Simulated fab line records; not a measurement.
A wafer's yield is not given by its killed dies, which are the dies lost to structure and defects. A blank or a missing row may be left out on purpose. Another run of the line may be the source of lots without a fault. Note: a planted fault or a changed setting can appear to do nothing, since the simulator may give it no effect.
fab line records + flow n5_finfet
record
- lots=7
- wafers=39
route steps=1938 shown FIN_SAQP@116 SD_EPI_P@312 SD_ACTIVATION@331 HKMG_FIN@419 GATE_CUT@477 BEOL_M4@1111
start_h: hours from the record's opening day to when the first of the lot's shown wafers began + wait_h: time in hours since the lot's previous step + " repeats the value in the row above + L1.1+2: one row covering several wafers at once + - no value present, or no start provided + * or withheld: withheld + < > ~ a bound
route shown NAME@n: names a module that has steps shown in the file, with the first one's number in the route + usual: mean and standard deviation over wafers with no fault + same: alike in all rows + chamber/n: place in a boat + sites: per-site readings + _std_site: the standard deviation of these + _edge_site: the outer-site mean with the inner-site mean subtracted + radius_mm: how far each site lies from the wafer's centre + mask NAME#n: copy n + behind: tool/chamber where the wafer was last shaped + hold: what put the lot on hold/how long, in hours/how the hold closed + device: which transistor (n, p or np) failed to switch + end of line: tests run on the same wafers once the route is complete + for a step that has no rows: nothing shown but its recipe + killed: count of dies lost to structure and defects at first sort (not the wafer's yield) + map: the dies of a wafer, with x for killed, . for not killed, _ for no die there
set.NAME: setting as actually run; set.NAME@STEP: the setting as run at that earlier step + model.NAME: the simulator's own value behind a step, which no gauge read
one table per step and one row per wafer, for lots whose settings were changed on purpose
## steps
# step N5_FIN_SAQP_ETCH_52
# recipe
- chemistry=N2/H2
- target=SOC
- target_depth_a=1000
- overetch_a=200
- mask_material=SiARC
- temp_c=40
- time_s=150
- ion_energy_ev=200
- pressure_mtorr=30
- source_w=840
- bias_w=150
- n2_flow_sccm=200
- h2_flow_sccm=200
- ends=end_point
# step N5_SD_EPI_P_ETCH_16
# recipe
- chemistry=CHF3/O2
- target=SiO2
- target_depth_a=50
- mask_material=SOC
- pressure_mtorr=30
- source_w=650
- bias_w=170
- Ar_flow_sccm=200
- CHF3_flow_sccm=50
- O2_flow_sccm=5
- ion_energy_ev=200
# step N5_SD_ACTIVATION_LSA_01
# recipe
- temp_c=1080
- time_s=0.0008
- ambient=N2
# step N5_HKMG_FIN_ALD_36
# recipe
- material=TiN
- target_thk_a=10
- temp_c=400
- ald_precursor_family=TiCl4
- ald_co_reactant=NH3
- pulse_time_s=1
- purge_time_s=3
- co_reactant_purge_time_s=2
- co_reactant_pulse_time_s=2
- ald_cycles=47
- pressure_torr=3
# step N5_HKMG_FIN_ETCH_67
# recipe
- chemistry=N2/H2
- target=SOC
- target_depth_a=3889
- stop_on=TiN
- ion_energy_ev=100
- bias_w=61
- pressure_mtorr=30
- source_w=850
- n2_flow_sccm=200
- h2_flow_sccm=200
# step N5_GATE_CUT_HM_DEP_46
# recipe
- material=SiO2
- target_thk_a=1300
- temp_c=400
- precursor=TEOS/O2
- pressure_torr=6.5
- rf_w=900
- teos_flow_sccm=161.4
- gas=O2
- flow_sccm=2650
- time_s=26.6
# step N5_BEOL_M4_RC_MEAS_101
# usual
- RC_DENSE_N=19.1/0.47
- RC_N=15.5/0.36
- REXT_N=75.3/1.6
- RS_SD_N=28.3/0.42
| lot.wafer | tool      | chamber | start_h | wait_h | set.source_w@FIN_SAQP_ETCH_52 | set.target_depth_a@SD_EPI_P_ETCH_16 | set.temp_c@SD_ACTIVATION_LSA_01 | set.ald_cycles@HKMG_FIN_ALD_36 | set.target_depth_a@HKMG_FIN_ETCH_67 | set.target_thk_a@GATE_CUT_HM_DEP_46 | RC_DENSE_N[ohm.um] | RC_N[ohm.um] | REXT_N[ohm.um] | RS_SD_N[ohm/sq] |
|-----------|-----------|---------|---------|--------|-------------------------------|-------------------------------------|---------------------------------|--------------------------------|-------------------------------------|-------------------------------------|--------------------|--------------|----------------|-----------------|
| L076.1    | prober-01 | 0       | 173.88  | 0.0    | 840                           | 50                                  | 1093                            | 47                             | 3578                                | 1300                                | 19.0               | 15.3         | 71.9           | 27.2            |
| L076.2    | "         | 0       | "       | "      | 935                           | 55.86                               | 1080                            | 51                             | 3578                                | 1300                                | 19.0               | 15.6         | 72.9           | 28.5            |
| L076.3    | "         | 0       | "       | "      | 840                           | 55.86                               | 1080                            | 51                             | 3889                                | 1360                                | 19.4               | 16.1         | 72.8           | 28.4            |
| L076.4    | "         | 0       | "       | "      | 935                           | 50                                  | 1093                            | 51                             | 3889                                | 1300                                | 17.5               | 14.4         | 69.7           | 27.3            |
| L076.5    | "         | 0       | "       | "      | 840                           | 50                                  | 1080                            | 47                             | 3578                                | 1360                                | 18.3               | 15.2         | 72.8           | 28.4            |
| L076.6    | "         | 0       | "       | "      | 935                           | 55.86                               | 1093                            | 47                             | 3889                                | 1360                                | 18.7               | 15.4         | 69.8           | 26.7            |
| L077.1    | prober-01 | 0       | 182.85  | 0.0    | 840                           | 50                                  | 1087                            | 47                             | 3889                                | 1300                                | 18.6               | 15.2         | 74.0           | 27.5            |
| L077.2    | "         | 0       | "       | "      | 992.4                         | 50                                  | 1080                            | 47                             | 3889                                | 1183                                | 18.8               | 15.3         | 73.8           | 28.1            |
| L077.3    | "         | 0       | "       | "      | 840                           | 54.42                               | 1087                            | 47                             | 3641                                | 1183                                | 18.2               | 14.9         | 74.1           | 27.8            |
| L077.4    | "         | 0       | "       | "      | 992.4                         | 50                                  | 1087                            | 47                             | 3641                                | 1300                                | 18.1               | 14.8         | 74.0           | 27.7            |
| L077.5    | "         | 0       | "       | "      | 992.4                         | 54.42                               | 1080                            | 47                             | 3889                                | 1300                                | 19.1               | 15.7         | 74.6           | 28.6            |
| L077.6    | "         | 0       | "       | "      | 840                           | 54.42                               | 1080                            | 47                             | 3641                                | 1183                                | 19.4               | 15.9         | 74.6           | 28.4            |
| L084.1    | prober-01 | 0       | 214.27  | 0.0    | 840                           | 50                                  | 1080                            | 47                             | 3889                                | 1300                                | 18.8               | 15.4         | 74.0           | 27.9            |
| L084.2    | "         | 0       | "       | "      | 840                           | 50                                  | 1080                            | 47                             | 3889                                | 1300                                | 18.8               | 15.5         | 75.0           | 28.0            |
| L084.6    | "         | 0       | "       | "      | 840                           | 50                                  | 1080                            | 47                             | 3889                                | 1300                                | 18.7               | 15.4         | 73.9           | 28.0            |
| L094.1    | prober-01 | 0       | 289.37  | 0.0    | 840                           | 51.77                               | 1080                            | 51                             | 3889                                | 1300                                | 18.9               | 15.3         | 73.2           | 27.9            |
| L094.2    | "         | 0       | "       | "      | 840                           | 50                                  | 1080                            | 47                             | 3889                                | 1224                                | 18.6               | 15.2         | 72.9           | 27.6            |
| L094.3    | "         | 0       | "       | "      | 840                           | 50                                  | 1092                            | 51                             | 3889                                | 1224                                | 17.7               | 14.3         | 72.0           | 26.7            |
| L094.4    | "         | 0       | "       | "      | 840                           | 51.77                               | 1092                            | 47                             | 3402                                | 1300                                | 18.5               | 15.0         | 72.3           | 26.7            |
| L094.5    | "         | 0       | "       | "      | 840                           | 51.77                               | 1080                            | 47                             | 3402                                | 1300                                | 18.4               | 15.2         | 73.6           | 27.7            |
| L094.6    | "         | 0       | "       | "      | 840                           | 50                                  | 1092                            | 51                             | 3402                                | 1224                                | 18.5               | 15.1         | 70.7           | 26.5            |
| L090.1    | prober-02 | 0       | 295.30  | 0.0    | 989                           | 53.8                                | 1080                            | 50                             | 4067                                | 1215                                | 19.3               | 15.5         | 72.7           | 28.0            |
| L090.2    | "         | 0       | "       | "      | 840                           | 50                                  | 1080                            | 47                             | 4067                                | 1300                                | 18.5               | 15.0         | 73.7           | 28.2            |
| L090.3    | "         | 0       | "       | "      | 989                           | 50                                  | 1080                            | 50                             | 4067                                | 1215                                | 19.4               | 15.7         | 72.9           | 28.3            |
| L090.4    | "         | 0       | "       | "      | 840                           | 53.8                                | 1080                            | 47                             | 3889                                | 1300                                | 18.9               | 15.3         | 74.3           | 28.0            |
| L090.5    | "         | 0       | "       | "      | 840                           | 53.8                                | 1080                            | 50                             | 3889                                | 1300                                | 19.3               | 15.6         | 73.5           | 28.2            |
| L090.6    | "         | 0       | "       | "      | 989                           | 50                                  | 1080                            | 47                             | 3889                                | 1215                                | 18.5               | 15.1         | 73.1           | 28.2            |
| L087.1    | prober-02 | 0       | 320.06  | 0.0    | 692.8                         | 56.4                                | 1080                            | 47                             | 3889                                | 1300                                | 19.3               | 15.7         | 76.2           | 28.8            |
| L087.2    | "         | 0       | "       | "      | 840                           | 50                                  | 1080                            | 47                             | 3889                                | 1449                                | 19.1               | 15.5         | 75.6           | 27.8            |
| L087.3    | "         | 0       | "       | "      | 840                           | 56.4                                | 1096                            | 47                             | 4153                                | 1449                                | 17.8               | 14.5         | 71.4           | 26.3            |
| L087.4    | "         | 0       | "       | "      | 692.8                         | 50                                  | 1096                            | 47                             | 4153                                | 1449                                | 17.9               | 14.7         | 72.9           | 26.3            |
| L087.5    | "         | 0       | "       | "      | 692.8                         | 50                                  | 1080                            | 47                             | 4153                                | 1300                                | 19.1               | 15.6         | 75.6           | 28.3            |
| L087.6    | "         | 0       | "       | "      | 840                           | 56.4                                | 1096                            | 47                             | 3889                                | 1300                                | 17.7               | 14.3         | 73.0           | 26.6            |
| L096.1    | prober-02 | 0       | 324.58  | 0.0    | 840                           | 50                                  | 1066                            | 47                             | 3889                                | 1300                                | 20.9               | 16.9         | 80.2           | 29.3            |
| L096.2    | "         | 0       | "       | "      | 840                           | 47.39                               | 1066                            | 50                             | 3889                                | 1448                                | 20.6               | 16.6         | 77.4           | 29.5            |
| L096.3    | "         | 0       | "       | "      | 982                           | 50                                  | 1080                            | 50                             | 3889                                | 1448                                | 18.5               | 15.2         | 75.8           | 27.4            |
| L096.4    | "         | 0       | "       | "      | 982                           | 47.39                               | 1066                            | 50                             | 3889                                | 1300                                | 20.3               | 16.6         | 79.6           | 29.7            |
| L096.5    | "         | 0       | "       | "      | 982                           | 50                                  | 1080                            | 47                             | 3889                                | 1448                                | 19.0               | 15.5         | 74.8           | 27.9            |
| L096.6    | "         | 0       | "       | "      | 840                           | 47.39                               | 1080                            | 47                             | 3889                                | 1300                                | 18.3               | 15.0         | 76.2           | 27.6            |
## key
split
- step=N5_FIN_SAQP_ETCH_52
- setting=source_w
- stated_as=840
response none clear
split
- step=N5_SD_EPI_P_ETCH_16
- setting=target_depth_a
- stated_as=50
response none clear
split
- step=N5_SD_ACTIVATION_LSA_01
- setting=temp_c
- stated_as=1080
response
- step=N5_BEOL_M4_RC_MEAS_101
- reading=RS_SD_N
- slope=-1.18
- per=1%
- together_with=all
- explained=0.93
response
- step=N5_BEOL_M4_RC_MEAS_101
- reading=REXT_N
- slope=-1.92
- per=1%
- together_with=all
- explained=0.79
response
- step=N5_BEOL_M4_RC_MEAS_101
- reading=RC_N
- slope=-0.72
- per=1%
- together_with=all
- explained=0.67
response
- step=N5_BEOL_M4_RC_MEAS_101
- reading=RC_DENSE_N
- slope=-0.842
- per=1%
- together_with=all
- explained=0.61
split
- step=N5_HKMG_FIN_ALD_36
- setting=ald_cycles
- stated_as=47
response none clear
split
- step=N5_HKMG_FIN_ETCH_67
- setting=target_depth_a
- stated_as=3889
response none clear
split
- step=N5_GATE_CUT_HM_DEP_46
- setting=target_thk_a
- stated_as=1300
response none clear
